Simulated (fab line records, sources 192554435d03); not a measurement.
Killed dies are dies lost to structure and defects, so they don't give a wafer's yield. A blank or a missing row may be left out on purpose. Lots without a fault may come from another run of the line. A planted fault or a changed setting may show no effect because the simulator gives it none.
A struck lot beside a sound one | flow n5_finfet | 39 steps out of a route of 1938
Sound: wafers L154.2, L154.4, L154.5. Struck: wafers L159.3, L159.5, L159.6. The cause comes at the end.
At each step with rows: each side's tool, then ch and its chambers, then its first start. Under that, the readings that differ: sound wafers | struck wafers | difference of the means | sigmas: that difference in standard deviations of wafers without a fault.
alike: readings whose means differ by less than 2 such deviations, and words and numbers that are the same on both sides. not compared: withheld readings, readings that some wafer has no value for, bounds like >300 that may hide the same value, and numbers for which the record gives no deviation and whose values overlap.
The two part at a step that has a row with sigmas, a row that says differs or no value, or rows on one side only. Numbers that don't overlap but have no deviation are shown without sigmas and don't part them. A reading that every wafer of one side lacks parts them only if that side has two wafers or more.

first, 11 steps without rows for these wafers: N5_BEOL_M0_STRIP_142 (strips in N2/H2, time 10 s); N5_BEOL_M0_HM_STRIP_129 (strips TiN in peroxide tin strip, target depth 17 nm, time 108 s); N5_BEOL_M0_SRD_130 (time 30 s); N5_BEOL_M0_ETCH_109 (etches SiCN in CH3F/O2, target depth 8 nm, overetch 2.4 nm, time 27.4 s); N5_BEOL_M0_STRIP_139 (strips in post etch residue remover, time 60 s); N5_BEOL_M0_SRD_111 (time 30 s); N5_BEOL_M0_DEGAS_112 (time 60 s); N5_BEOL_M0_PRE_CLEAN_113 (time 30 s); N5_BEOL_M0_ALD_136 (deposits TaN, pulse time 2 s, purge time 3 s, co reactant purge time 2 s); N5_BEOL_M0_SURFACE_TREAT_137; N5_BEOL_M0_CVD_115 (deposits Co from CCTBA/H2, time 120 s).
N5_BEOL_M0_SPUTTER_116: material Cu, target thk 4 nm, time 7.37 s.
  sound on pvd_sputter-02, day 7 17:59; struck on pvd_sputter-03, day 8 23:43
  no value came back on the struck wafers for chamber_pressure_pa (Pa), chuck_gas_flow_sccm (sccm), throttle_valve_pct (%); on the sound wafers chamber_pressure_pa (Pa) reads 0.07005 0.0698 0.06991
then, 25 steps without rows for these wafers: N5_BEOL_M0_ANNEAL_117 (time 60 s); N5_BEOL_M0_SPUTTER_132 (material Cu, target thk 4 nm, time 7.37 s); N5_BEOL_M0_ANNEAL_133 (time 60 s); N5_BEOL_M0_SPUTTER_134 (material Cu, target thk 4 nm, time 7.37 s); N5_BEOL_M0_ANNEAL_135 (time 60 s); N5_BEOL_M0_SPUTTER_141 (material Cu, target thk 4 nm, time 7.37 s); N5_BEOL_M0_ECD_118 (material Cu, target thk 300 nm); N5_BEOL_M0_ANNEAL_119 (time 90 s); N5_BEOL_M0_CMP_120 (polishes, stops on SiOC, t overpolish 6.9 s); N5_BEOL_M0_PRE_CLEAN_131 (time 15 s); N5_BEOL_M0_CO_CAP_123 (material Co, precursor CCTBA/H2, target thk 2 nm, time 102.1 s); N5_BEOL_M0_PRE_CLEAN_124 (time 15 s); N5_BEOL_M0_DEP_125 (deposits SiCN from 3MS/NH3, target thk 8 nm, time 14 s); N5_BEOL_M1_ILD_DEP_00 (deposits SiOC from DEMS/O2, target thk 79 nm, time 15.3 s); N5_BEOL_M1_PECVD_72 (deposits SiO2 from TEOS/O2, target thk 16 nm, time 18 s); N5_BEOL_M1_HM_DEP_02 (deposits TiN, target thk 20 nm); N5_BEOL_M1_COAT_61 (time 60 s, resist thk 60 nm); N5_BEOL_M1_COAT_62 (time 60 s, resist thk 12 nm); N5_BEOL_M1_COAT_73 (time 60 s, resist thk 5 nm); N5_BEOL_M1_COAT_05 (resist thk 30 nm); N5_BEOL_M1_EBR_07; N5_BEOL_M1_SOFTBAKE_06 (time 60 s); N5_BEOL_M1_EXPOSE_08 (exposes mask M1); N5_BEOL_M1_PEB_09 (peb time 60 s); N5_BEOL_M1_DEVELOP_10 (develop time 30 s).
-- the record jumps here: 4 days lie between the struck wafers' starts before and after (it left off in module BEOL_M1 and takes up again in module BEOL_M4, whose first step shown is number 1111 of the route) --
N5_BEOL_M4_RC_MEAS_101:
  sound on prober-02 ch 0, day 10 22:13; struck on prober-01 ch 0, day 12 12:49
  alike: DIBL_N, DIBL_P, IOFF_N, IOFF_P, ION_N, ION_P, SS_N, SS_P, VT_N, VT_P
-- the record jumps here: 4 days lie between the struck wafers' starts before and after (it left off in module BEOL_M4 and takes up again in module PASSIVATION, whose first step shown is number 1936 of the route) --
N5_PASSIVATION_PROBE_49:
  sound on prober-01, day 15 08:57; struck on prober-02, day 16 17:13
  reading                  | sound          | struck         | difference | sigmas
  defect_limited_yield (%) | 88.0 90.5 93.2 | 85.3 84.7 87.3 | -4.8       | -3
  killed_at_M0_to_M3       | 34 37 11       | 92 102 80      | +64        | +6
  killed_dies              | 142 112 80     | 173 181 150    | +57        | +3
  sort_bin_5_function (%)  | 6.9 5.3 3.9    | 8.1 8.9 7.7    | +2.9       | +3
  sort_bin_6_memory (%)    | 4.4 3.8 2.8    | 5.8 6.2 4.3    | +1.8       | +2
  sort_n_pass              | 1038 1068 1100 | 1007 999 1030  | -57        | -3
  sort_yield_pct (%)       | 88.0 90.5 93.2 | 85.3 84.7 87.3 | -4.8       | -3
  alike: killed_at_M4_up, killed_at_contacts, killed_at_front_end, killed_at_other, killed_on_rim, killed_open, killed_short

WHERE THEY PART
First at N5_BEOL_M0_SPUTTER_116; last, within this record, at N5_PASSIVATION_PROBE_49.

WHY: what the simulator had put in
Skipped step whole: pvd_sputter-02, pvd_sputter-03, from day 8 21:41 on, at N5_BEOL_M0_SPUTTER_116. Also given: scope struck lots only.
